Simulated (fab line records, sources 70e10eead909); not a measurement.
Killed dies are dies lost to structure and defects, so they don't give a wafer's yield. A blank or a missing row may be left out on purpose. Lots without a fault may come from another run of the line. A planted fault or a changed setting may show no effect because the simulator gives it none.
Chamber matching | flow nand_harc | NHARC_P_ZERO_WELL_ETCH_65 on rie_diel-05: 4 sister chambers
The step etches the open film in N2/H2, target depth 80 nm, overetch 24 nm, time 87.88 s. 24 wafers are shown with their chamber, then 12 later ones without.

WAFERS WITH THEIR CHAMBER
wafer  | chamber | drypump_motor_current_A (A) | showerhead_plenum_p_Torr (Torr) | rf_vpp_V (V)
L074.2 | 0       | 6.7                         | 1.93                            | 426.7
L074.4 | 2       | 5.8                         | 2.02                            | 430.3
L074.5 | 3       | 5.2                         | 2.09                            | 432.2
L077.1 | 1       | 6.2                         | 2.16                            | 432.2
L077.4 | 2       | 5.8                         | 2.02                            | 430.5
L077.6 | 1       | 6.2                         | 2.16                            | 434.4
L079.4 | 2       | 5.8                         | 2.01                            | 428.1
L079.5 | 1       | 6.2                         | 2.16                            | 434.2
L079.6 | 0       | 6.7                         | 1.92                            | 427.8
L080.2 | 2       | 5.8                         | 2.01                            | 429.9
L080.4 | 1       | 6.2                         | 2.16                            | 433.4
L080.5 | 3       | 5.2                         | 2.09                            | 431.9
L081.2 | 1       | 6.2                         | 2.16                            | 433.4
L081.4 | 0       | 6.8                         | 1.92                            | 427.0
L081.5 | 1       | 6.2                         | 2.16                            | 434.4
L082.1 | 1       | 6.2                         | 2.16                            | 434.9
L082.3 | 0       | 6.7                         | 1.92                            | 428.6
L082.4 | 3       | 5.2                         | 2.09                            | 432.3
L085.1 | 1       | 6.2                         | 2.16                            | 434.9
L085.2 | 3       | 5.2                         | 2.08                            | 431.4
L085.6 | 2       | 5.8                         | 2.01                            | 428.0
L086.3 | 2       | 5.8                         | 2.01                            | 430.2
L086.5 | 1       | 6.2                         | 2.16                            | 432.4
L086.6 | 0       | 6.8                         | 1.92                            | 426.0

SIGNATURES (means of the wafers above)
reading                  | chamber 0 | chamber 1 | chamber 2 | chamber 3 | scatter within a chamber
drypump_motor_current_A  | 6.740     | 6.200     | 5.800     | 5.200     | 0.0245
showerhead_plenum_p_Torr | 1.9220    | 2.1600    | 2.0133    | 2.0875    | 0.0038
rf_vpp_V                 | 427.220   | 433.800   | 429.500   | 431.950   | 0.979
Rule: a wafer's distance from a chamber is the root of the sum, over the readings, of the square of ((its reading less the chamber's mean) divided by the reading's scatter). The wafer belongs to the nearest chamber; if the next one is less than 2 further off, it can't be placed. The scatter: the root of (the sum of the squares of (reading less its chamber's mean) over the shown wafers, divided by (wafers less chambers)).

WAFERS WITHOUT THEIR CHAMBER
wafer  | drypump_motor_current_A (A) | showerhead_plenum_p_Torr (Torr) | rf_vpp_V (V)
L090.4 | 6.7                         | 1.91                            | 428.3
L090.5 | 6.2                         | 2.15                            | 433.0
L090.6 | 6.7                         | 1.91                            | 426.8
L091.1 | 5.8                         | 2.00                            | 428.5
L091.3 | 6.7                         | 1.91                            | 426.4
L091.5 | 6.2                         | 2.15                            | 433.0
L093.2 | 5.8                         | 2.00                            | 429.8
L093.4 | 5.2                         | 2.07                            | 432.1
L093.5 | 5.2                         | 2.07                            | 430.9
L094.2 | 5.8                         | 2.00                            | 429.4
L094.4 | 6.2                         | 2.14                            | 433.2
L094.5 | 6.7                         | 1.91                            | 427.7

WHICH CHAMBER EACH WENT THROUGH
wafer  | from the rows above | in truth
L090.4 | 0                   | 0
L090.5 | 1                   | 1
L090.6 | 0                   | 0
L091.1 | 2                   | 2
L091.3 | 0                   | 0
L091.5 | 1                   | 1
L093.2 | 2                   | 2
L093.4 | 3                   | 3
L093.5 | 3                   | 3
L094.2 | 2                   | 2
L094.4 | 1                   | 1
L094.5 | 0                   | 0
Placed correctly: 12 of 12. Can't be placed from these rows: 0. Placed wrongly: 0.
